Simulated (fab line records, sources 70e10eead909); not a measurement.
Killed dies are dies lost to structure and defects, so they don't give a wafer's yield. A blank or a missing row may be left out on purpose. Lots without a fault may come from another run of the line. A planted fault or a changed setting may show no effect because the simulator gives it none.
Chamber matching | flow nand_harc | NHARC_A_CHANNEL_FILL_D2_ALD_16 on ald_hk-03: 4 sister chambers
The step deposits SiO2, target thk 1.5 nm, pulse time 10 s, ald cycles 15. 4 wafers are shown with their chamber, then 8 later ones without.

WAFERS WITH THEIR CHAMBER
wafer  | chamber | heater_power_w (W)
L704.6 | 3       | 548
L705.1 | 2       | 479
L705.4 | 1       | 470
L712.1 | 0       | 516

WAFERS WITHOUT THEIR CHAMBER
wafer  | heater_power_w (W)
L712.4 | 452
L712.6 | 518
L713.1 | 453
L713.2 | 515
L713.3 | 569
L717.3 | 577
L717.4 | 459
L717.6 | 471

WHICH CHAMBER EACH WENT THROUGH
wafer  | from the rows above     | in truth
L712.4 | can't be placed: 1 or 2 | 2
L712.6 | can't be placed: 0 or 3 | 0
L713.1 | can't be placed: 1 or 2 | 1
L713.2 | 0                       | 0
L713.3 | 3                       | 3
L717.3 | 3                       | 3
L717.4 | can't be placed: 1 or 2 | 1
L717.6 | can't be placed: 1 or 2 | 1
Placed correctly: 3 of 8. Can't be placed from these rows: 5 (the true chamber is among the candidates in 5). Placed wrongly: 0.
How it was worked out, from the rows above alone: a wafer's distance from a chamber is the root of the sum, over the readings, of the square of ((its reading less the chamber's mean) divided by the reading's scatter). The wafer belongs to the nearest chamber; if the next one is less than 2 further off, it can't be placed. A chamber's mean is the mean of its shown wafers. The scatter: with one shown wafer a chamber, the root of the mean of the squares of how far each hidden wafer lies from its nearest shown one.
